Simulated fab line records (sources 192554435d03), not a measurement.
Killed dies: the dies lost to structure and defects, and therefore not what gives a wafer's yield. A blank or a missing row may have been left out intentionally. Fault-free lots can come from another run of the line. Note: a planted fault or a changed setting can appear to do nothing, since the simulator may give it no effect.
A struck lot beside a sound one ; flow n5Finfet ; 16 steps out of a route of 1938
Sound: the wafers L784.1, L784.3, L784.5. The struck wafers were L774.1, L774.5, L774.6. The cause comes at the end.
Each step with rows lists, per side, the tool, then ch with its chambers, then its first start. Under that, the readings that differ: sound wafers ; struck wafers ; difference of the means ; sigmas: that difference in standard deviations of wafers without a fault.
alike: readings whose means differ by less than 2 such deviations, and words and numbers that are the same on both sides. not compared: withheld readings, readings that some wafer has no value for, bounds like >300 that may hide the same value, and numbers for which the record gives no deviation and whose values overlap.
The two part at a step that has a row with sigmas, a row that says differs or no value, or rows on one side only. Numbers that have no deviation but don't overlap get no sigmas and don't part them. A reading missing from all wafers of one side parts the sides only when that side holds two or more wafers.

N5_BEOL_M1_ANNEAL_95: time 240 s.
  struck on pvdSputter-03, day 8 04:14; sound on pvdSputter-01, day 11 19:34
  alike: heaterPowerW
N5_BEOL_M1_SPUTTER_96: material Cu, target thk 4.5 nm, time 8.29 s.
  struck on pvdSputter-03, day 8 04:22; sound on pvdSputter-01, day 11 19:42
  alike: substrateTempC, throttleValvePct
then, 3 steps without rows for these wafers: N5_BEOL_M1_ECD_50 (material Cu, target thk 300 nm); N5_BEOL_M1_ANNEAL_51 (time 90 s); N5_BEOL_M1_CMP_52 (polishes, stops on SiOC, t overpolish 6.8 s, target thk 40 nm).
N5_BEOL_M1_THK_MEAS_53: measures by xrf.
  struck on filmMetro-02, day 8 05:10; sound on filmMetro-01, day 11 20:29
  alike: M1_THK
N5_BEOL_M1_PRE_CLEAN_60: time 15 s.
  sound on cvdCo-02 ch 0,1,2, day 11 20:31; struck on cvdCo-02 ch 0,1,2, day 8 05:12
  alike: heaterPowerW
N5_BEOL_M1_CO_CAP_55: material Co, precursor CCTBA/H2, target thk 2 nm, time 102.1 s.
  sound on cvdCo-02 ch 0,1,2, day 11 20:34; struck on cvdCo-02 ch 0,1,2, day 8 05:14
  alike: heaterPowerW
then, 1 step without rows for these wafers: N5_BEOL_M1_PRE_CLEAN_56 (time 15 s).
N5_BEOL_M1_DEP_57: deposits SiCN from 3MS/NH3, target thk 8 nm, time 14 s.
  sound on pecvd-03 ch 0,1, day 11 20:41; struck on pecvd-01 ch 0,2, day 8 05:21
  alike: showerheadPlenumPTorr, throttleValvePct
N5_BEOL_M1_RS_MEAS_58: a four-point-probe measurement.
  struck on filmMetro-01, day 8 05:25; sound on filmMetro-02, day 11 20:44
  alike: M1_RS
N5_BEOL_M1_INSPECT_59: inspects for defects (darkfield).
  struck on defectInspect-02, day 8 05:27; sound on defectInspect-01, day 11 20:46
  alike: rawDefectCount
N5_BEOL_M2_ILD_DEP_00: deposits SiOC from DEMS/O2, target thk 79 nm, time 15.3 s.
  sound on pecvd-01 ch 1,2, day 11 20:49; struck on pecvd-02 ch 0,1, day 8 05:29
reading;sound;struck;difference;sigmas
susceptorTempC (C);349.71 350.09 350.09;348.87 348.35 348.58;-1.36;-7
  alike: heaterPowerW, showerheadPlenumPTorr, throttleValvePct
N5_BEOL_M2_THK_MEAS_01:
  struck on filmMetro-01, day 8 05:34; sound on filmMetro-01, day 11 20:52
  alike: M2_ILD_THK
-- here the record skips 3 days between the struck wafers' starts before and after, leaving off in module BEOL_M2 and picking up in module BEOL_M4 (first step shown: number 1111 of the route) --
N5_BEOL_M4_RC_MEAS_101:
  sound on prober-01 ch 0, day 14 10:40; struck on prober-01 ch 0, day 11 05:59
reading;sound;struck;difference;sigmas
ION_N (uA/um);665 682 677;650 651 650;-24;-2
VT_N (mV);250 245 247;256 255 256;+8;+2
  alike: DIBL_N, DIBL_P, IOFF_N, IOFF_P, ION_P, SS_N, SS_P, VT_P
N5_PASSIVATION_PROBE_49:
  the record holds rows for the sound wafers here (prober-02, day 19 02:40) but none for the struck ones

## WHERE THEY PART
Last at N5_PASSIVATION_PROBE_49 as far as this record goes, first at N5_BEOL_M2_ILD_DEP_00.

WHY: whatever the simulator had introduced
Process parameter drift: pecvd-02, from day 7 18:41 on, at N5_BEOL_M2_ILD_DEP_00. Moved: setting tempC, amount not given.
